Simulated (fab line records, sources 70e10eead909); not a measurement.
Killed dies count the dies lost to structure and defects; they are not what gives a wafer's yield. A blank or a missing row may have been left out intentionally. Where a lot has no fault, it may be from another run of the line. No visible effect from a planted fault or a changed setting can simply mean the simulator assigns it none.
A struck lot beside a sound one -- flow nand harc -- 13 steps out of a route of 1302
Sound: wafers L642.1, L642.4, L642.5. Struck: wafers L647.3, L647.4, L647.6. The cause is named last.
Order at every step that has rows: each side's tool, ch and its chambers, its first start. Under that, the readings that differ: sound wafers -- struck wafers -- difference of the means -- sigmas: that difference in standard deviations of wafers without a fault.
alike: readings whose means differ by less than 2 such deviations, and words and numbers that are the same on both sides. not compared: withheld readings, readings that some wafer has no value for, bounds like >300 that may hide the same value, and numbers for which the record gives no deviation and whose values overlap.
The two part at a step that has a row with sigmas, a row that says differs or no value, or rows on one side only. Numbers that have no deviation but don't overlap get no sigmas and don't part them. A reading missing from all wafers of one side parts the sides only when that side holds two or more wafers.

NHARC_A_M1_DEGAS_29: time 60 s.
  sound: pvd sputter-03 at day 25 14:42; struck: pvd sputter-02 at day 27 11:37
  alike: heater power w
then, 4 steps without rows for these wafers: NHARC_A_M1_PRE_CLEAN_30 (time 30 s); NHARC_A_M1_PVD_20 (deposits TaN, target thk 5 nm, time 8.06 s); NHARC_A_M1_PVD_21 (deposits Cu, target thk 30 nm, time 20.49 s); NHARC_A_M1_ECD_22 (material Cu, target thk 400 nm).
NHARC_A_M1_ANNEAL_31: time 90 s.
  sound on rtp anneal-02 ch 0, day 25 15:26; struck on rtp anneal-02 ch 0, day 27 12:26
  alike: wafer_temp_C_max
NHARC_A_M1_CMP_23: polishes, t overpolish 20 s, target thk 154.34 nm.
  sound on cmp-03 ch 0,2,3, day 25 15:50; struck on cmp-03 ch 1,2,3, day 27 12:44
  alike: motor current A, time to endpoint s
NHARC_A_M1_THK_MEAS_24: measures by xrf.
  sound: film metro-02 at day 25 16:05; struck: film metro-02 at day 27 13:00
  alike: thk nm
following that, these wafers have no rows for 1 step: NHARC_A_M1_SRD_25.
NHARC_A_M1_INSPECT_27:
  sound: defect inspect-02 at day 25 16:15; struck: defect inspect-01 at day 27 13:10
  alike: raw defect count
NHARC_A_M1_PRE_CLEAN_32: time 12 s.
  sound on pecvd-04 ch 0,2, day 25 16:19; struck on pecvd-01 ch 0,1,2, day 27 13:15
  alike: heater power w
NHARC_A_M1_DEP_33: deposits SiCN, target thk 30 nm.
  sound on pecvd-04 ch 0,2, day 25 16:23; struck on pecvd-01 ch 0,1,2, day 27 13:23
  no value came back on the struck wafers for chamber pressure Torr (Torr), heater power outer w (W), heater power w (W); on the sound wafers chamber pressure Torr (Torr) reads 3.006 2.989 3.002
NHARC_A_BONDPAD_DEP_00: deposits SiCN, target thk 250 nm.
  sound on pecvd-04 ch 0,1,2; struck on pecvd-02 ch 0,1,2, day 27 13:51
  alike: chamber pressure Torr, heater power outer w, heater power w

## WHERE THEY PART
Within this record, at NHARC_A_M1_DEP_33 only. Later steps at which nothing parts them and some readings are alike: NHARC_A_BONDPAD_DEP_00.

WHY: the cause the simulator had injected
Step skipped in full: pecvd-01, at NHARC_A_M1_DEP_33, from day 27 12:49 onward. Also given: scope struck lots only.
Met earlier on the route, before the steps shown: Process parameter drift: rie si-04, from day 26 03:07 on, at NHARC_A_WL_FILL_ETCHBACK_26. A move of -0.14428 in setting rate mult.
